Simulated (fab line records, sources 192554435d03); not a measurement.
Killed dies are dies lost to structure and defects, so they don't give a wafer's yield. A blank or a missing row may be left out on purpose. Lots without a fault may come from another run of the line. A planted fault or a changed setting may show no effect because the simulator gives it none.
Chamber matching | flow n5_finfet | N5_BEOL_M11_ETCH_66 on rie_diel-03: 4 sister chambers
The step etches SOC in N2/H2, target depth 120 nm, overetch 24 nm, time 180 s. 4 wafers are shown with their chamber, then 7 later ones without.

WAFERS WITH THEIR CHAMBER
wafer  | chamber | showerhead_plenum_p_Torr (Torr)
L090.3 | 3       | 2.44
L090.4 | 2       | 2.42
L093.1 | 1       | 2.58
L093.3 | 0       | 2.41

WAFERS WITHOUT THEIR CHAMBER
wafer  | showerhead_plenum_p_Torr (Torr)
L093.4 | 2.42
L094.1 | 2.43
L094.5 | 2.58
L094.6 | 2.40
L097.1 | 2.43
L097.3 | 2.41
L097.5 | 2.41

WHICH CHAMBER EACH WENT THROUGH
wafer  | from the rows above          | in truth
L093.4 | can't be placed: 2 or 0      | 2
L094.1 | can't be placed: 3 or 2 or 0 | 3
L094.5 | 1                            | 1
L094.6 | can't be placed: 0 or 2      | 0
L097.1 | can't be placed: 3 or 2 or 0 | 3
L097.3 | can't be placed: 0 or 2      | 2
L097.5 | can't be placed: 0 or 2      | 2
Placed correctly: 1 of 7. Can't be placed from these rows: 6 (the true chamber is among the candidates in 6). Placed wrongly: 0.
How it was worked out, from the rows above alone: a wafer's distance from a chamber is the root of the sum, over the readings, of the square of ((its reading less the chamber's mean) divided by the reading's scatter). The wafer belongs to the nearest chamber; if the next one is less than 2 further off, it can't be placed. A chamber's mean is the mean of its shown wafers. The scatter: with one shown wafer a chamber, the root of the mean of the squares of how far each hidden wafer lies from its nearest shown one.
